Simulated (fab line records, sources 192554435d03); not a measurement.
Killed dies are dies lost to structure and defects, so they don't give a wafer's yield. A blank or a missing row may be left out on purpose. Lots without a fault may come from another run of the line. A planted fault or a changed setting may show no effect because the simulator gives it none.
One fault seen from 3 desks | flow n5_finfet | each desk has only its own numbers; what lay behind them comes last

THE DEFECT DESK
What the inspections along the route counted, lot by lot: means of the sampled wafers that have a number. A lot is out of limits, marked OUT, if its mean lies more than 4 standard deviations from the usual mean; the brackets give that distance.
Columns: A = raw_defect_count at N5_PASSIVATION_INSPECT_64, usual 2.2; B = raw_defect_count at N5_PASSIVATION_INSPECT_67, usual 2.1
lot  | first seen here | A   | B
L136 | day 12 17:55    | 3.0 | 2.0
L137 | day 14 00:44    | 3.7 | 2.0
L143 | day 14 16:34    | 2.3 | 1.3
L145 | day 15 02:08    | 2.3 | 2.3
L147 | day 16 03:40    | 2.0 | 0.3
L149 | day 16 08:29    | 2.0 | 2.3
This desk's finding: nothing out of limits on any of the 6 lots.

THE TOOL OWNER'S DESK: pecvd-04
The tool's own readings at N5_PASSIVATION_PECVD_35 (deposits SiNx from SiH4/NH3/N2, target thk 700 nm, time 151.3 s): means of the sampled wafers that have a number, for each lot that ran on this tool. A lot is out of limits, marked OUT, if its mean lies more than 4 standard deviations from the usual mean; the brackets give that distance.
Columns: A = heater_power_w at N5_PASSIVATION_PECVD_35, usual 320 W; B = run_length_s at N5_PASSIVATION_PECVD_35, usual 195.5 s; C = showerhead_plenum_p_Torr at N5_PASSIVATION_PECVD_35, usual 8.66 Torr; D = throttle_valve_pct at N5_PASSIVATION_PECVD_35, usual 29.1 %
lot  | first seen here | A   | B               | C    | D
L136 | day 12 19:24    | 312 | 195.2           | 8.64 | 28.2
L145 | day 15 03:34    | 343 | 195.3           | 8.64 | 28.5
L147 | day 16 04:55    | 392 | 170.3 (-35) OUT | 8.69 | 32.3
L149 | day 16 11:11    | 364 | 182.4 (-18) OUT | 8.66 | 30.5
This desk's finding: out of limits on L147, L149; first on L147, day 16 04:55 (run_length_s at N5_PASSIVATION_PECVD_35). In limits: L136, L145.

THE METROLOGY DESK
What the gauges read, lot by lot, whatever tool the lot ran on: means of the sampled wafers that have a number. A lot is out of limits, marked OUT, if its mean lies more than 4 standard deviations from the usual mean; the brackets give that distance.
Columns: A = cd_nm at N5_PASSIVATION_CD_MEAS_30, usual 3999.7 nm; B = PAD_OVL at N5_PASSIVATION_OVL_MEAS_63, usual 3 nm; C = cd_nm at N5_PASSIVATION_CD_MEAS_44, usual 39999 nm; D = PASS_OPEN_OVL at N5_PASSIVATION_OVL_MEAS_66, usual 1 nm
lot  | first seen here | A      | B | C     | D
L136 | day 12 17:51    | 4000.9 | 3 | 40001 | -3
L137 | day 14 00:41    | 4000.1 | 6 | 39998 | 0
L143 | day 14 16:31    | 3996.4 | 6 | 39998 | 2
L145 | day 15 02:05    | 3998.5 | 6 | 39999 | -4
L147 | day 16 03:36    | 3997.8 | 4 | 39999 | -4
L149 | day 16 08:25    | 3999.3 | 1 | 40004 | -8
This desk's finding: nothing out of limits on any of the 6 lots.

PUT TOGETHER
The tool owner's desk could have raised an alarm at day 16 04:55, on L147, L149.
The defect desk saw nothing out of limits.
The metrology desk saw nothing out of limits.
The defect desk has L147, L149 on record, within its limits.
The metrology desk has L147, L149 on record, within its limits.
Of the lots named, all ran N5_PASSIVATION_PECVD_35 on pecvd-04.

WHAT THE SIMULATOR HAD PUT IN
Process parameter drift: pecvd-04, from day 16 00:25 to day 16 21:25, at N5_PASSIVATION_PECVD_35. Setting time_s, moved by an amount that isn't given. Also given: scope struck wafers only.
Lots struck among those shown: L147, L149.
Hours from the fault's start to each desk's first reading out of limits: the tool owner's desk, 4.
